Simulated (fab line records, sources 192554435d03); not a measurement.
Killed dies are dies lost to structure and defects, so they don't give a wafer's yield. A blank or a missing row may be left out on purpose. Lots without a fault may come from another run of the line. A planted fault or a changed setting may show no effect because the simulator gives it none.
Problem report in the 8D (eight disciplines) form, filled by code | flow n5_finfet | the parts of the form that need people (team, actions taken, sign-off) are left out

1. THE PROBLEM
exposure_dose_mJ_cm2 at N5_WELL_APT_EXPOSE_05 reads a mean of 20.892 on 6 wafers of 2 lots; wafers without a fault read 20.283 with a standard deviation of 0.02. That is +30 standard deviations from the usual mean.
The step: exposes mask NWELL, defocus 0 nm, target cd 200 nm.
First seen on wafer L837.1, day 4 19:31, on krf_scanner-02. The record holds 27 wafers of 9 lots with a number at this step. Rule for "out", or "out of limits": more than 4 standard deviations from the usual mean. The other wafers with a number count as sound.

2. WHAT IT IS AND WHAT IT IS NOT
question                    | is                     | is not
which readings at this step | exposure_dose_mJ_cm2   | focus_offset_nm
which lots                  | L837, L838             | L827, L828, L830, L842, L843, L844, L845
which wafers of those lots  | all that have a number | -
read on which tools         | krf_scanner-02         | krf_scanner-01
when                        | from day 4 19:31       | up to then (9 sound wafers); but 12 sound wafers of L842, L843, L844, L845 came after

3. SUSPECTS, AND WHAT RULES EACH OUT
Counting: a tool at a process step up to the reading stays a suspect if it ran every lot that is out and no sound lot after the first of them.
- rie_diel-04 at N5_ZERO_LAYER_DESCUM_16 (chemistry O2, time 7.9 s): ruled out as a lasting fault. Sound lots L843 ran on it after its first lot that is out, L837 (day 4 18:41).
- krf_scanner-02 at N5_WELL_APT_EXPOSE_05 (exposes mask NWELL, defocus 0 nm, target cd 200 nm): kept. It ran every lot that is out, first L837 (day 4 19:31), and no sound lot after that; its last sound lot up to then is L830 (day 3 01:33). Its own readings are out on those wafers: exposure_dose_mJ_cm2.
Left after counting: krf_scanner-02 at N5_WELL_APT_EXPOSE_05.

4. THE CAUSE (what the simulator had put in)
Process parameter drift: krf_scanner-02, from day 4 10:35 on, at N5_WELL_APT_EXPOSE_05. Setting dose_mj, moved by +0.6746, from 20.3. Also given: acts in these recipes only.
Counting left only this tool.

5. THE CHAIN OF EFFECTS, in route order
Each row: a reading whose mean over the struck wafers that have a number lies more than 3 standard deviations from the usual. Only readings for which the record gives a usual standard deviation are gone through. hours: the time from each lot's start at the first step in this table that gives one to its start at this step, as a median over the lots. sigmas: the change in usual standard deviations.
hours | step                  | reading              | usual  | on struck wafers | change | sigmas
0     | N5_WELL_APT_EXPOSE_05 | exposure_dose_mJ_cm2 | 20.283 | 20.892           | +0.609 | +30
The process steps in it:
- N5_WELL_APT_EXPOSE_05: exposes mask NWELL, defocus 0 nm, target cd 200 nm.
Later measuring or inspecting steps at which every struck wafer that the step has a row for has a number for every such reading, and none has moved that far: N5_BEOL_M4_RC_MEAS_101.

6. WHAT WOULD HAVE CAUGHT IT SOONER
In this record the first reading out of limits was taken at day 4 19:31, 9 hours after the fault began at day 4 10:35.
